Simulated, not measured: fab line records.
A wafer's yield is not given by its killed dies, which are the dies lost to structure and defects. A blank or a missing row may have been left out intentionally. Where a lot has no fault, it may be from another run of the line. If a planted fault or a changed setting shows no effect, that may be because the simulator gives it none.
A struck lot beside a sound one ; flow n5-finfet ; 39 steps out of a route of 1938
Sound: the wafers L175.1, L175.2, L175.3. Struck: wafer L183.6. (L183.5 of the same lot was not struck and is left out.) The cause comes at the end.
At each step with rows: each side's tool, then ch and its chambers, then its first start. Under that, the readings that differ: sound wafers ; struck wafers ; difference of the means ; sigmas: that difference in standard deviations of wafers without a fault.
alike: same words and numbers on both sides, and readings whose means sit less than 2 such deviations apart. not compared: any withheld reading, any reading some wafer has no value for, any bound like >300 that may hide the same value, and any number with overlapping values for which the record gives no deviation.
A row with sigmas, a row that says differs or no value, or rows on one side alone: a step with any of these is where the two part. Numbers that have no deviation but don't overlap get no sigmas and don't part them. A reading that every wafer of one side lacks parts them only if that side has two wafers or more.

first, 11 steps without rows for these wafers: N5_BEOL_M3_STRIP_65 (strips in N2/H2); N5_BEOL_M3_STRIP_75 (strips in N2/H2); N5_BEOL_M3_STRIP_66 (strips in CF4); N5_BEOL_M3_HM_OPEN_17 (chemistry Cl2/BCl3, target TiN, target depth 20 nm, overetch 6 nm); N5_BEOL_M3_STRIP_19 (strips in O2); N5_BEOL_M3_COAT_67 (time 60 s, resist thk 60 nm); N5_BEOL_M3_COAT_68 (time 60 s, resist thk 12 nm); N5_BEOL_M3_COAT_76 (time 60 s, resist thk 5 nm); N5_BEOL_M3_COAT_22 (resist thk 30 nm); N5_BEOL_M3_EBR_24; N5_BEOL_M3_SOFTBAKE_23 (time 60 s).
N5_BEOL_M3_EXPOSE_25: exposes mask V2, defocus 5 nm.
  sound on euv-scanner-02 ch 0, day 8 10:42; struck on euv-scanner-02 ch 0, day 10 15:19
reading;sound;struck;difference;sigmas
reticle-temp-C (C);23.12 23.13 23.05;22.90;-0.20;-2
  alike: mask
then, 2 steps without rows for these wafers: N5_BEOL_M3_PEB_26 (peb time 60 s); N5_BEOL_M3_DEVELOP_27 (develop time 30 s).
N5_BEOL_M3_CD_MEAS_28: target cd 25.7 nm, target cd y 23.3 nm.
  sound on cd-sem-01 ch 0, day 8 10:51; struck on cd-sem-01 ch 0, day 10 15:25
reading;sound;struck;difference;sigmas
cd-nm (nm);26.15 25.84 25.76;18.72;-7.20;-27
then, 22 steps without rows for these wafers: N5_BEOL_M3_DESCUM_33 (chemistry O2, time 7 s); N5_BEOL_M3_ETCH_77 (etches underlayer in N2/H2, target depth 6.5 nm, time 5.2 s); N5_BEOL_M3_ETCH_69 (etches SiARC in CF4, target depth 15.6 nm, time 26 s); N5_BEOL_M3_ALD_98 (deposits SiO2, target thk 2.5 nm, pulse time 1 s, co reactant pulse time 1 s); N5_BEOL_M3_ETCHBACK_99 (etches SiO2 in CHF3, target depth 5 nm, time 10.4 s); N5_BEOL_M3_ETCH_70 (etches SOC in N2/H2, target depth 80 nm, overetch 16 nm, time 120 s); N5_BEOL_M3_STRIP_71 (strips in N2/H2); N5_BEOL_M3_STRIP_78 (strips in N2/H2); N5_BEOL_M3_VIA_ETCH_34 (etches the open film in C4F6/O2, target depth 69.4 nm, time 65.9 s); N5_BEOL_M3_STRIP_83 (strips in C4F6/O2); N5_BEOL_M3_STRIP_36 (strips in N2/H2); N5_BEOL_M3_TRENCH_ETCH_37 (etches SiOC in C4F6/O2, target depth 55.555 nm, time 29.2 s); N5_BEOL_M3_ETCH_41 (etches SiCN in CH3F/O2, target depth 29.9 nm, time 52.5 s); N5_BEOL_M3_STRIP_97 (strips in N2/H2, time 10 s); N5_BEOL_M3_HM_STRIP_39 (strips TiN in peroxide tin strip, target depth 25 nm, time 158 s); N5_BEOL_M3_SRD_40 (time 30 s); N5_BEOL_M3_PRECLEAN_42 (cleans in residue remover, time 60 s); N5_BEOL_M3_SRD_43 (time 30 s); N5_BEOL_M3_DEGAS_44 (time 60 s); N5_BEOL_M3_PRE_CLEAN_45 (time 30 s); N5_BEOL_M3_ALD_84 (deposits TaN, pulse time 2 s, purge time 3 s, co reactant purge time 2 s); N5_BEOL_M3_SURFACE_TREAT_85.
N5_BEOL_M4_RC_MEAS_101:
  the record has rows for the sound wafers here (prober-02 ch 0, day 9 17:05) and none for the struck ones
-- the record jumps here: 6 days lie between the struck wafers' starts before and after (it left off in module BEOL_M4 and takes up again in module PASSIVATION, whose first step shown is number 1936 of the route) --
N5_PASSIVATION_PROBE_49:
  sound: prober-01 at day 14 11:27; struck: prober-01 at day 16 05:52
reading;sound;struck;difference;sigmas
defect-limited-yield (%);91.8 90.4 91.2;0.3;-90.8;-65
killed_at_M0_to_M3;26 61 47;1106;+1061;+99 or more
killed-dies;97 113 104;1177;+1072;+67
killed-on-rim;17 13 14;150;+135;+34
sort_bin_5_function (%);4.9 5.5 5.5;95.3;+90.0;+98
sort-n-pass;1083 1066 1072;3;-1071;-63
  alike: killed_at_M4_up, killed-at-contacts, killed-at-front-end, killed-at-other, killed-open, killed-short, sort_bin_6_memory, sort_bin_8_speed

== WHERE THEY PART ==
First at N5_BEOL_M3_EXPOSE_25; last, within this record, at N5_PASSIVATION_PROBE_49.

WHY: whatever the simulator had introduced
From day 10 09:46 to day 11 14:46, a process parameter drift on euv-scanner-02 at N5_BEOL_M3_EXPOSE_25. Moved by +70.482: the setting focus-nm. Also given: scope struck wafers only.
